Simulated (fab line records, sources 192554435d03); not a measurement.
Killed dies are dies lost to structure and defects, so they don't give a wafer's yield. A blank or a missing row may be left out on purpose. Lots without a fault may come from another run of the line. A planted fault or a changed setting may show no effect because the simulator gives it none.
Chamber matching | flow n5_finfet | N5_DUMMY_GATE_ETCH_42 on rie_diel-01: 4 sister chambers
The step etches SiO2 in CHF3/O2, target depth 3.5 nm, time 31 s. 8 wafers are shown with their chamber, then 7 later ones without.

WAFERS WITH THEIR CHAMBER
wafer  | chamber | showerhead_plenum_p_Torr (Torr) | oes_product_au (a.u.)
L076.3 | 2       | 2.34                            | 0.82
L077.3 | 1       | 2.37                            | 0.89
L081.3 | 2       | 2.34                            | 0.82
L081.4 | 0       | 2.40                            | 0.69
L088.2 | 1       | 2.36                            | 0.88
L088.6 | 0       | 2.39                            | 0.69
L090.2 | 3       | 2.52                            | 0.77
L090.4 | 3       | 2.52                            | 0.77

WAFERS WITHOUT THEIR CHAMBER
wafer  | showerhead_plenum_p_Torr (Torr) | oes_product_au (a.u.)
L090.5 | 2.36                            | 0.87
L092.4 | 2.52                            | 0.76
L092.5 | 2.33                            | 0.79
L092.6 | 2.36                            | 0.86
L096.3 | 2.39                            | 0.94
L096.4 | 2.35                            | 0.84
L096.6 | 2.39                            | 0.96

WHICH CHAMBER EACH WENT THROUGH
wafer  | from the rows above | in truth
L090.5 | 1                   | 1
L092.4 | 3                   | 3
L092.5 | 2                   | 2
L092.6 | 1                   | 1
L096.3 | 1                   | 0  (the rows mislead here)
L096.4 | 2                   | 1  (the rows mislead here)
L096.6 | 1                   | 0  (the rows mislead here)
Placed correctly: 4 of 7. Can't be placed from these rows: 0. Placed wrongly: 3.
How it was worked out, from the rows above alone: a wafer's distance from a chamber is the root of the sum, over the readings, of the square of ((its reading less the chamber's mean) divided by the reading's scatter). The wafer belongs to the nearest chamber; if the next one is less than 2 further off, it can't be placed. A chamber's mean is the mean of its shown wafers. The scatter: the root of (the sum of the squares of (reading less its chamber's mean) over the shown wafers, divided by (wafers less chambers)).
